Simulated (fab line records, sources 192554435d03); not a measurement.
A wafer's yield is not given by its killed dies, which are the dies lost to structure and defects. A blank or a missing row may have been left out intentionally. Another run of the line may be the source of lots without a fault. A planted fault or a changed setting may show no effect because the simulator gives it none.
A lot that was struck, set against a sound lot | flow n5 finfet | 39 out of 1938 route steps
Sound: these wafers, L235.1, L235.4, L235.6. Struck: wafer L248.6 (L248.1, L248.5, from the same lot, were not struck and are left out); the cause is given at the end.
Per side, at each step with rows, come the tool, then ch with its chambers, and then its first start. Under that, the readings that differ: sound wafers | struck wafers | difference of the means | sigmas: that difference in standard deviations of wafers without a fault.
alike: same words and numbers on both sides, and readings whose means sit less than 2 such deviations apart. not compared: any withheld reading, any reading some wafer has no value for, any bound like >300 that may hide the same value, and any number with overlapping values for which the record gives no deviation.
The two part at a step that has a row with sigmas, a row that says differs or no value, or rows on one side only. Non-overlapping numbers with no deviation appear without sigmas and do not part them. Lack of a reading on every wafer of one side parts them only where that side has two or more wafers.

first, 10 steps without rows for these wafers: N5_DUMMY_REMOVAL_HM_STRIP_01 (strips SiNx in CH3F/O2, stops on poly-Si, target depth 4 nm, time 6.8 s); N5_DUMMY_REMOVAL_STRIP_10 (strips in N2/H2, time 40 s); N5_DUMMY_REMOVAL_PRECLEAN_07 (cleans in dHF, time 30 s); N5_DUMMY_REMOVAL_DUMMY_REMOVE_02 (chemistry TMAH, target poly-Si, stops on SiO2, target depth 142 nm, time 57 s, rinse time 30 s); N5_DUMMY_REMOVAL_PRECLEAN_08 (cleans in NF3:NH3, afs cycles 2, time 20 s, sublimation time 60 s); N5_DUMMY_REMOVAL_PRECLEAN_04 (cleans in DHF, time 37 s); N5_DUMMY_REMOVAL_SRD_05 (time 30 s); N5_HKMG_FIN_IL_REGROW_00 (material SiO2, chemistry O3, target thk 0.75 nm, time 30 s); N5_HKMG_FIN_HK_ALD_01 (deposits HfO2, target thk 1.6 nm, pulse time 3 s, purge time 3 s); N5_HKMG_FIN_HK_ANNEAL_02 (time 30 s).
N5_HKMG_FIN_ALD_74: deposits La2O3, target thk 0.5 nm, pulse time 6 s, co reactant pulse time 1 s.
  sound on ald hk-03 ch 1,2, day 4 18:41; struck on ald hk-03 ch 1, day 7 21:50
  reading                    | sound             | struck | difference | sigmas
  precursor pulse height rel | 0.963 0.990 0.986 | 1.019  | +0.039     | +2
  alike: heater power w
then, 26 steps without rows for these wafers: N5_HKMG_FIN_ALD_75 (deposits Al2O3, target thk 1 nm, co reactant pulse time 1 s); N5_HKMG_FIN_COAT_41 (time 60 s, resist thk 300 nm); N5_HKMG_FIN_COAT_42 (time 60 s, resist thk 35 nm); N5_HKMG_FIN_COAT_43 (resist thk 90 nm); N5_HKMG_FIN_EBR_45; N5_HKMG_FIN_SOFTBAKE_44 (time 60 s); N5_HKMG_FIN_EXPOSE_46 (exposes mask NDIPOLE); N5_HKMG_FIN_PEB_47 (peb time 60 s); N5_HKMG_FIN_DEVELOP_48 (develop time 30 s); N5_HKMG_FIN_DESCUM_53 (chemistry O2, time 7.9 s); N5_HKMG_FIN_ETCH_54 (etches SiARC in CF4, target depth 45.5 nm, time 75.8 s); N5_HKMG_FIN_ETCH_55 (etches SOC in N2/H2, target depth 240 nm, time 300 s); N5_HKMG_FIN_STRIP_56 (strips in N2/H2); N5_HKMG_FIN_STRIP_57 (strips in CF4); N5_HKMG_FIN_ETCH_58 (etches SOC in N2/H2, target depth 215.8 nm, time 741 s); N5_HKMG_FIN_STRIP_93 (strips SOC in N2/H2, time 20 s); N5_HKMG_FIN_WET_ETCH_76 (etches Al2O3 in dNH4OH, stops on La2O3, target depth 2.25 nm, rinse time 30 s); N5_HKMG_FIN_STRIP_60 (strips in N2/H2, time 360 s); N5_HKMG_FIN_WET_ETCH_77 (etches La2O3 in dHCl, stops on HfO2, target depth 2 nm); N5_HKMG_FIN_WET_ETCH_78 (etches Al2O3 in dNH4OH, stops on La2O3, target depth 4.5 nm, rinse time 30 s); N5_HKMG_FIN_ALD_79 (deposits TiN, target thk 1.5 nm, pulse time 1 s, purge time 3 s); N5_HKMG_FIN_CVD_62 (deposits a-Si from Si2H6, target thk 3 nm, time 20.8 s); N5_HKMG_FIN_RTA_80 (time 2 s); N5_HKMG_FIN_PRECLEAN_64 (cleans in dHF, time 30 s); N5_HKMG_FIN_WET_ETCH_65 (etches a-Si in TMAH, stops on TiN, time 49 s, target depth 3 nm); N5_HKMG_FIN_WET_ETCH_81 (etches TiN in SC1, stops on HfO2, time 57 s, target depth 6 nm).
-- a jump in the record: the struck wafers' starts before and after are 4 days apart (it breaks off in module HKMG_FIN and resumes in module BEOL_M4, where the first step shown is number 1111 of the route) --
N5_BEOL_M4_RC_MEAS_101:
  sound on prober-01 ch 0, day 8 17:53; struck on prober-02 ch 0, day 12 08:45
  reading             | sound                      | struck  | difference | sigmas
  IOFF_P (nA/um)      | 0.26 0.26 0.25             | 0.09    | -0.17      | -5
  IOFF_P_85C (nA/um)  | 4.5 4.4 4.2                | 1.8     | -2.6       | -6
  IOFF_P_LIN (nA/um)  | 0.117 0.116 0.112          | 0.041   | -0.074     | -6
  IOFF_P_LONG (nA/um) | 0.000107 0.000107 0.000106 | 6.3e-05 | -4.4e-05   | -5
  ION_P (uA/um)       | 467 470 461                | 414     | -52        | -7
  VT_N_LVT (mV)       | 99.1 96.8 99.4             | 69.1    | -29.3      | -11
  VT_P (mV)           | -246 -247 -246             | -278    | -32        | -9
  VT_P_LONG (mV)      | -276.8 -276.5 -274.2       | -300.9  | -25.1      | -8
  alike: DIBL_N, DIBL_P, IOFF_N, ION_N, SS_N, SS_P, VT_N
-- the record jumps here: 4 days lie between the struck wafers' starts before and after (it left off in module BEOL_M4 and takes up again in module PASSIVATION, whose first step shown is number 1936 of the route) --
N5_PASSIVATION_PROBE_49:
  sound on prober-01 at day 12 22:43; struck on prober-02 at day 16 14:59
  reading              | sound          | struck | difference | sigmas
  sort_bin_8_speed (%) | 0 0 0          | 89.41  | +89.41     | +99 or more
  sort n pass          | 1070 1074 1088 | 21     | -1056      | -62
  sort yield pct (%)   | 90.7 91.0 92.2 | 1.8    | -89.5      | -64
  alike: defect limited yield, killed_at_M0_to_M3, killed_at_M4_up, killed at contacts, killed at front end, killed at other, killed dies, killed open, killed short, sort_bin_5_function, sort_bin_6_memory

== WHERE THEY PART ==
At N5_HKMG_FIN_ALD_74 first; at N5_PASSIVATION_PROBE_49 last (within this record only).

WHY: what had been put in by the simulator
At N5_HKMG_FIN_ALD_74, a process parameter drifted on ald hk-03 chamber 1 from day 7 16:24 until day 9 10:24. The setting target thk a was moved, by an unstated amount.
